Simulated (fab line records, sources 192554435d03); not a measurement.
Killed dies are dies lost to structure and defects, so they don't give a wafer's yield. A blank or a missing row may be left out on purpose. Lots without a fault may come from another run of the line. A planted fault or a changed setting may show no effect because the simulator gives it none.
Chamber matching | flow n5_finfet | N5_BEOL_M11_ETCH_61 on rie_diel-03: 4 sister chambers
The step etches SiARC in CF4, target depth 39 nm, time 65 s. 14 wafers are shown with their chamber, then 7 later ones without.

WAFERS WITH THEIR CHAMBER
wafer  | chamber | showerhead_plenum_p_Torr (Torr) | drypump_motor_current_A (A) | throttle_valve_pct (%)
L074.1 | 3       | 2.11                            | 5.7                         | 15.93
L074.2 | 2       | 2.13                            | 5.3                         | 16.12
L074.3 | 0       | 2.12                            | 5.6                         | 15.56
L076.1 | 0       | 2.12                            | 5.6                         | 15.56
L076.5 | 0       | 2.12                            | 5.6                         | 15.57
L076.6 | 2       | 2.13                            | 5.3                         | 16.13
L079.3 | 3       | 2.11                            | 5.7                         | 15.94
L079.4 | 0       | 2.11                            | 5.5                         | 15.58
L079.6 | 2       | 2.13                            | 5.3                         | 16.12
L080.1 | 3       | 2.11                            | 5.7                         | 15.45
L080.2 | 0       | 2.11                            | 5.6                         | 15.63
L080.6 | 0       | 2.11                            | 5.6                         | 15.62
L084.1 | 2       | 2.13                            | 5.3                         | 16.16
L084.2 | 1       | 1.97                            | 5.2                         | 15.45

SIGNATURES (means of the wafers above)
reading                  | chamber 0 | chamber 1 | chamber 2 | chamber 3 | scatter within a chamber
showerhead_plenum_p_Torr | 2.1150    | 1.9700    | 2.1300    | 2.1100    | 0.00387
drypump_motor_current_A  | 5.583     | 5.200     | 5.300     | 5.700     | 0.0289
throttle_valve_pct       | 15.5867   | 15.4500   | 16.1325   | 15.7733   | 0.128
Rule: a wafer's distance from a chamber is the root of the sum, over the readings, of the square of ((its reading less the chamber's mean) divided by the reading's scatter). The wafer belongs to the nearest chamber; if the next one is less than 2 further off, it can't be placed. The scatter: the root of (the sum of the squares of (reading less its chamber's mean) over the shown wafers, divided by (wafers less chambers)).

WAFERS WITHOUT THEIR CHAMBER
wafer  | showerhead_plenum_p_Torr (Torr) | drypump_motor_current_A (A) | throttle_valve_pct (%)
L084.5 | 2.11                            | 5.6                         | 15.62
L083.1 | 2.11                            | 5.5                         | 15.62
L083.3 | 2.10                            | 5.7                         | 15.48
L083.5 | 2.13                            | 5.3                         | 16.17
L091.3 | 1.97                            | 5.2                         | 15.49
L091.4 | 2.12                            | 5.3                         | 16.19
L091.5 | 1.97                            | 5.2                         | 15.50

WHICH CHAMBER EACH WENT THROUGH
wafer  | from the rows above | in truth
L084.5 | 0                   | 0
L083.1 | 0                   | 0
L083.3 | 3                   | 3
L083.5 | 2                   | 2
L091.3 | 1                   | 1
L091.4 | 2                   | 2
L091.5 | 1                   | 1
Placed correctly: 7 of 7. Can't be placed from these rows: 0. Placed wrongly: 0.
